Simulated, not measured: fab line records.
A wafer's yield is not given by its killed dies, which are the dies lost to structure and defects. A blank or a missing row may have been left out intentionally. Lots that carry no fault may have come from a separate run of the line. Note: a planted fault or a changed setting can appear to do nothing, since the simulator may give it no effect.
Matching of chambers ; flow n5 finfet ; rie diel-04 running N5_BEOL_M0_SAQP_CUT_ETCH_46: 4 sister chambers
The step etches SOC in N2/H2, target depth 135 nm, overetch 27 nm, time 202.5 s. 14 wafers are shown with their chamber, then 7 later ones without.

== WAFERS, EACH WITH ITS CHAMBER ==
wafer;chamber;showerhead plenum p Torr (Torr);throttle valve pct (%);rf vpp V (V)
L079.2;0;2.56;17.57;524.2
L079.3;2;2.41;17.72;520.3
L079.5;1;2.65;18.19;525.3
L082.1;0;2.55;17.58;523.7
L082.4;3;2.63;17.93;525.5
L082.5;0;2.55;17.59;522.8
L083.2;3;2.63;17.93;527.1
L083.4;0;2.55;17.61;524.3
L083.6;1;2.64;18.20;527.5
L086.1;2;2.41;17.74;520.7
L086.3;3;2.63;17.96;527.5
L086.5;3;2.63;17.95;527.1
L087.2;3;2.63;17.93;527.9
L087.3;2;2.41;17.74;520.2

SIGNATURES (means of the wafers above)
reading;chamber 0;chamber 1;chamber 2;chamber 3;scatter within a chamber
showerhead plenum p Torr;2.5525;2.6450;2.4100;2.6300;0.00354
throttle valve pct;17.5875;18.1950;17.7333;17.9400;0.0141
rf vpp V;523.750;526.400;520.400;527.020;0.854
Rule: for a wafer and a chamber, the distance is found by dividing, reading by reading, the gap between the wafer's reading and the chamber's mean by the reading's scatter, squaring, summing and taking the root. If the next closest chamber is less than 2 further off than the closest, the wafer can't be placed; otherwise it belongs to the closest. How the scatter is found: for the shown wafers, subtract from each reading the mean of its chamber, square and add these, divide the total by (wafers less chambers), then take the root.

== WAFERS WITH NO CHAMBER GIVEN ==
wafer;showerhead plenum p Torr (Torr);throttle valve pct (%);rf vpp V (V)
L087.6;2.55;17.60;523.9
L089.1;2.55;17.60;523.5
L089.4;2.41;17.74;520.4
L089.6;2.55;17.60;524.2
L092.3;2.63;17.94;526.9
L092.5;2.64;18.23;527.6
L092.6;2.63;17.93;527.7

== WHICH CHAMBER EACH WENT THROUGH ==
wafer;from the rows above;in truth
L087.6;0;0
L089.1;0;0
L089.4;2;2
L089.6;0;0
L092.3;3;3
L092.5;1;1
L092.6;3;3
Correct placement for 7 of the 7. Not placeable from these rows: 0. Number placed wrongly: 0.
